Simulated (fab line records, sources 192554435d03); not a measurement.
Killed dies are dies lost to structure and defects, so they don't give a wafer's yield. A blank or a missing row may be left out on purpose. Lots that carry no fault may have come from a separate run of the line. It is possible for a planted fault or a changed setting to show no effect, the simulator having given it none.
One fault seen from 2 desks -- flow n5_finfet -- what lay behind the numbers comes last; until then each desk has only its own

METROLOGY DESK
What the gauges read, lot by lot, whatever tool the lot ran on: means of the sampled wafers that have a number. The brackets show how far a lot's mean lies from the usual mean; more than 4 standard deviations puts the lot out of limits, marked OUT.
Columns: A = M10_THK at N5_BEOL_M10_THK_MEAS_53, usual 143 nm; B = cd_nm at N5_BEOL_M11_CD_MEAS_11, usual 64.2 nm
lot,first seen here,A,B
L424,day 9 23:52,143,64.3
L425,day 10 03:58,143,63.6
L426,day 10 07:35,142,63.6
L427,day 10 17:16,139,65.1
L431,day 12 05:13,140,64.0
L432,day 12 12:35,140,64.5
L433,day 12 22:38,144,64.0
L434,day 13 05:50,143,64.8
L436,day 13 10:51,144,63.5
L439,day 13 19:05,143,63.7
L437,day 13 19:39,144,64.6
L440,day 14 01:12,145,64.5
Result from this desk: across the 12 lots, nothing is out of limits.

THE TOOL OWNER'S DESK: litho_track-03
The tool's own readings at N5_BEOL_M11_COAT_60 (time 60 s, resist thk 30 nm): means of the sampled wafers that have a number, for each lot that ran on this tool. The brackets show how far a lot's mean lies from the usual mean; more than 4 standard deviations puts the lot out of limits, marked OUT.
Columns: A = spin_speed_rpm at N5_BEOL_M11_COAT_60, usual 1500.0 rpm
lot,first seen here,A
L427,day 10 19:39,1499.6
L432,day 12 14:37,1624.8 (+99 or more) OUT
L433,day 13 00:21,1625.1 (+99 or more) OUT
This desk finds L432, L433 out of limits, L432 being first, at day 12 14:37 (spin_speed_rpm at N5_BEOL_M11_COAT_60). L427 stayed within limits.

ALL TOGETHER
An alarm could have come from the tool owner's desk at day 12 14:37, on L432, L433.
From the metrology desk's view, nothing was out of limits.
The metrology desk holds a record of L432, L433, inside its limits.
On litho_track-03, each named lot ran N5_BEOL_M11_COAT_60.

WHAT WAS PUT IN BY THE SIMULATOR
Drift in process parameters on litho_track-03 at N5_BEOL_M11_COAT_60, starting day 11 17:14. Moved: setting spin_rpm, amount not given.
Lots struck among those shown: L432, L433.
Delay in hours, fault start to first out-of-limits reading, by desk: the tool owner's desk at 21.
